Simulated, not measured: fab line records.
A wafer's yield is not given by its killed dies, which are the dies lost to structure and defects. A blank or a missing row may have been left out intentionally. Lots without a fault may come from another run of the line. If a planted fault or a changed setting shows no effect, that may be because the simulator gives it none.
Lot-split experiment | flow n5 finfet | 39 wafers read across 7 lots, on a route 1938 steps long

THE SPLIT ITSELF
At N5_ZERO_LAYER_DEVELOP_10 (develop time 60 s), the setting develop time s was moved away from the recipe's 60 s on 9 of the 39 wafers read, by +26.6% to +51.8%. The other wafers ran this setting at the recipe's value.

FROM THE SPLIT TO THE READING: what the file shows between them, 1 step
- N5_ZERO_LAYER_HARDBAKE_23: time 120 s

THE READING
cd nm at N5_ZERO_LAYER_CD_MEAS_11, given in nm (cd target 2000 nm). Fault-free wafers of this fab line usually give 1999.3 nm, standard deviation 1.8 nm.

wafer  | tool, chamber at the split | develop time s as run, s | against the recipe | cd nm, nm | against lot-mates on the recipe
L075.1 | litho track-04, 0          | 60                       | recipe             | 1997.2    | -
L075.2 | litho track-04, 0          | 60                       | recipe             | 1998.2    | -
L075.3 | litho track-04, 0          | 60                       | recipe             | 1997.3    | -
L075.4 | litho track-04, 0          | 60                       | recipe             | 1997.4    | -
L075.5 | litho track-04, 0          | 60                       | recipe             | 1997.8    | -
L075.6 | litho track-04, 0          | 60                       | recipe             | 1998.4    | -
L080.2 | litho track-04, 0          | 60                       | recipe             | 1998.4    | -
L080.5 | litho track-04, 0          | 60                       | recipe             | 1996.7    | -
L080.6 | litho track-04, 0          | 60                       | recipe             | 1998.2    | -
L084.1 | litho track-04, 0          | 60                       | recipe             | 1996.0    | -
L084.2 | litho track-04, 0          | 91.06                    | +51.8%             | 2008.0    | +10.8
L084.3 | litho track-04, 0          | 91.06                    | +51.8%             | 2006.5    | +9.3
L084.4 | litho track-04, 0          | 60                       | recipe             | 1998.1    | -
L084.5 | litho track-04, 0          | 91.06                    | +51.8%             | 2009.5    | +12.3
L084.6 | litho track-04, 0          | 60                       | recipe             | 1997.6    | -
L089.1 | litho track-04, 0          | 75.94                    | +26.6%             | 2001.7    | +3.5
L089.2 | litho track-04, 0          | 75.94                    | +26.6%             | 2002.8    | +4.6
L089.3 | litho track-04, 0          | 60                       | recipe             | 2000.0    | -
L089.4 | litho track-04, 0          | 60                       | recipe             | 1997.7    | -
L089.5 | litho track-04, 0          | 75.94                    | +26.6%             | 2004.2    | +6.0
L089.6 | litho track-04, 0          | 60                       | recipe             | 1996.8    | -
L090.1 | litho track-04, 0          | 78.99                    | +31.6%             | 2006.6    | +7.7
L090.2 | litho track-04, 0          | 78.99                    | +31.6%             | 2006.0    | +7.1
L090.3 | litho track-04, 0          | 60                       | recipe             | 1999.8    | -
L090.4 | litho track-04, 0          | 78.99                    | +31.6%             | 2005.7    | +6.8
L090.5 | litho track-04, 0          | 60                       | recipe             | 1997.4    | -
L090.6 | litho track-04, 0          | 60                       | recipe             | 1999.5    | -
L092.1 | litho track-01, 0          | 60                       | recipe             | 1998.1    | -
L092.2 | litho track-01, 0          | 60                       | recipe             | 1996.5    | -
L092.3 | litho track-01, 0          | 60                       | recipe             | 1996.1    | -
L092.4 | litho track-01, 0          | 60                       | recipe             | 1996.2    | -
L092.5 | litho track-01, 0          | 60                       | recipe             | 1997.9    | -
L092.6 | litho track-01, 0          | 60                       | recipe             | 1997.5    | -
L096.1 | litho track-04, 0          | 60                       | recipe             | 2000.2    | -
L096.2 | litho track-04, 0          | 60                       | recipe             | 1999.0    | -
L096.3 | litho track-04, 0          | 60                       | recipe             | 1999.7    | -
L096.4 | litho track-04, 0          | 60                       | recipe             | 1999.5    | -
L096.5 | litho track-04, 0          | 60                       | recipe             | 1999.5    | -
L096.6 | litho track-04, 0          | 60                       | recipe             | 1997.5    | -

FIT RESULTS
A straight line over all 39 wafers: cd nm changes by +0.205 nm for each +1% of develop time s; r = +0.94; the points scatter about the line by 1.3 nm.
The same after taking each lot's own level away (the mean of its wafers on the recipe; 39 wafers): +0.208 nm for each +1%; r = +0.96; scatter 0.95 nm.
On that fit, the largest move of develop time s shifts the reading by 11 nm.
The lots' own levels span 1997.05 to 1999.23 nm, that is 1.2 times the standard deviation above.
So the lot-to-lot level changes the slope little: the two slopes agree.
Check: for one of the wafers moved furthest among these (+51.8%), held out of the fit, the line's prediction against its lot-mates is +10.7 nm. Against them it came out at +10.8 nm.

THE FILE'S OWN FIT
cd nm changes by +0.208 nm for each +1% of develop time s, r = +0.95.
